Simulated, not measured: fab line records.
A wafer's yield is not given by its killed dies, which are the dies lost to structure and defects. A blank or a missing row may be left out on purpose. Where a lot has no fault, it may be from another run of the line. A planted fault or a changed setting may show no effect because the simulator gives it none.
What tool caused it? || flow nand-harc || Sampling: 11 lots, 33 wafers, 5 of 1159 route steps

WHAT EACH GAUGE READ, for each wafer
NHARC_END_SORT_01.
{"lot": "L287", "measured": "day 23 21:16", "on": "prober-02", "killed-at-array": "35 68 62"}
{"lot": "L285", "measured": "day 23 15:14", "on": "prober-01", "killed-at-array": "32 32 57"}

WHICH TOOL RAN EACH LOT (tool, then ch and the chambers of the sampled wafers, then the start)
{"lot": "L274", "NHARC_A_CONTACT_ETCH_92": "rie-diel-05 ch 2,3, day 17 09:02", "NHARC_A_CONTACT_ETCH_110": "rie-diel-13 ch 2,3, day 17 09:41", "NHARC_A_BLC_ETCH_17": "rie-diel-12 ch 0,1, day 17 12:35", "NHARC_A_BLC_ALD_23": "ald-metal-02 ch 0,1, day 17 14:36"}
{"lot": "L272", "NHARC_A_CONTACT_ETCH_92": "rie-diel-13 ch 0,2,3, day 17 09:13", "NHARC_A_CONTACT_ETCH_110": "rie-diel-06 ch 0,1,2, day 17 09:58", "NHARC_A_BLC_ETCH_17": "rie-diel-12 ch 0,2,3, day 17 13:16", "NHARC_A_BLC_ALD_23": "ald-metal-03 ch 0,1,3, day 17 15:19"}
{"lot": "L275", "NHARC_A_CONTACT_ETCH_92": "rie-diel-05 ch 1,2,3, day 17 11:59", "NHARC_A_CONTACT_ETCH_110": "rie-diel-13 ch 0,1,3, day 17 12:43", "NHARC_A_BLC_ETCH_17": "rie-diel-08 ch 0,2,3, day 17 15:54", "NHARC_A_BLC_ALD_23": "ald-metal-01 ch 1,2, day 17 17:28"}
{"lot": "L273", "NHARC_A_CONTACT_ETCH_92": "rie-diel-06 ch 1,2,3, day 17 14:09", "NHARC_A_CONTACT_ETCH_110": "rie-diel-06 ch 0,2,3, day 17 14:40", "NHARC_A_BLC_ETCH_17": "rie-diel-03 ch 0,1,3, day 17 19:59", "NHARC_A_BLC_ALD_23": "ald-metal-01 ch 0,2,3, day 17 21:39"}
{"lot": "L277", "NHARC_A_CONTACT_ETCH_92": "rie-diel-05 ch 0,1, day 18 16:55", "NHARC_A_CONTACT_ETCH_110": "rie-diel-13 ch 2,3, day 18 17:53", "NHARC_A_BLC_ETCH_17": "rie-diel-03 ch 2,3, day 18 20:58", "NHARC_A_BLC_ALD_23": "ald-metal-01 ch 2,3, day 18 22:34"}
{"lot": "L280", "NHARC_A_CONTACT_ETCH_92": "rie-diel-06 ch 1,2,3, day 19 11:53", "NHARC_A_CONTACT_ETCH_110": "rie-diel-05 ch 0,3, day 19 12:26", "NHARC_A_BLC_ETCH_17": "rie-diel-12 ch 0,1, day 19 15:29", "NHARC_A_BLC_ALD_23": "ald-metal-02 ch 0,3, day 19 17:08"}
{"lot": "L287", "NHARC_A_CONTACT_ETCH_92": "rie-diel-05 ch 0,1,3, day 21 07:40", "NHARC_A_CONTACT_ETCH_110": "rie-diel-13 ch 0,3, day 21 08:28", "NHARC_A_BLC_ETCH_17": "rie-diel-03 ch 0,1, day 21 13:47", "NHARC_A_BLC_ALD_23": "ald-metal-03 ch 0,1, day 21 15:25"}
{"lot": "L285", "NHARC_A_CONTACT_ETCH_92": "rie-diel-13 ch 0,1,2, day 21 11:23", "NHARC_A_CONTACT_ETCH_110": "rie-diel-05 ch 0,3, day 21 11:55", "NHARC_A_BLC_ETCH_17": "rie-diel-03 ch 0,3, day 21 15:04", "NHARC_A_BLC_ALD_23": "ald-metal-02 ch 0,1,2, day 21 16:49"}
{"lot": "L292", "NHARC_A_CONTACT_ETCH_92": "rie-diel-13 ch 0,1, day 21 16:28", "NHARC_A_CONTACT_ETCH_110": "rie-diel-13 ch 1,2,3, day 21 16:59", "NHARC_A_BLC_ETCH_17": "rie-diel-12 ch 0,1, day 22 00:20", "NHARC_A_BLC_ALD_23": "ald-metal-01 ch 0,1, day 22 01:57"}
{"lot": "L294", "NHARC_A_CONTACT_ETCH_92": "rie-diel-05 ch 0,1,2, day 22 13:48", "NHARC_A_CONTACT_ETCH_110": "rie-diel-05 ch 0,1,3, day 22 14:17", "NHARC_A_BLC_ETCH_17": "rie-diel-12 ch 0,1,2, day 22 17:25", "NHARC_A_BLC_ALD_23": "ald-metal-02 ch 1,3, day 22 18:59"}
{"lot": "L293", "NHARC_A_CONTACT_ETCH_92": "rie-diel-06 ch 0,2, day 22 16:56", "NHARC_A_CONTACT_ETCH_110": "rie-diel-06 ch 0,1,3, day 22 18:24", "NHARC_A_BLC_ETCH_17": "rie-diel-08 ch 1,2,3, day 22 22:58", "NHARC_A_BLC_ALD_23": "ald-metal-02 ch 1,2, day 23 00:40"}
- NHARC_A_CONTACT_ETCH_92: etches the open film in CH3F/O2, target depth 40 nm, time 85.7 s.
- NHARC_A_CONTACT_ETCH_110: etches the open film in CF4/O2, target depth 50 nm, overetch 5 nm, time 27.5 s.
- NHARC_A_BLC_ETCH_17: etches the open film in N2/H2, target depth 390 nm, time 609.38 s.
- NHARC_A_BLC_ALD_23: deposits TiN, target thk 3 nm, pulse time 1 s, ald cycles 150.

THE ANSWER, worked out from the rows above alone
Rule: the lots themselves supply what counts as usual. The widest of any qualifying gaps counts: lots, ordered by their means at a reading, are off when they make up no more than a third of the lots, leave a main group of 4 or more, and stand apart from it by 3 or more times the standard deviation of that group's means. A main group whose means are all the same, to the digits that the tables above print for the reading, isn't used. A lot without any number at a reading at which 4 lots or more have one is off too. Where the step has rows for the other lots, those lots are counted as sound.
Across all readings shown, no lot is off: no conclusion can be drawn from this.

WHAT THE SIMULATOR HAD PUT IN
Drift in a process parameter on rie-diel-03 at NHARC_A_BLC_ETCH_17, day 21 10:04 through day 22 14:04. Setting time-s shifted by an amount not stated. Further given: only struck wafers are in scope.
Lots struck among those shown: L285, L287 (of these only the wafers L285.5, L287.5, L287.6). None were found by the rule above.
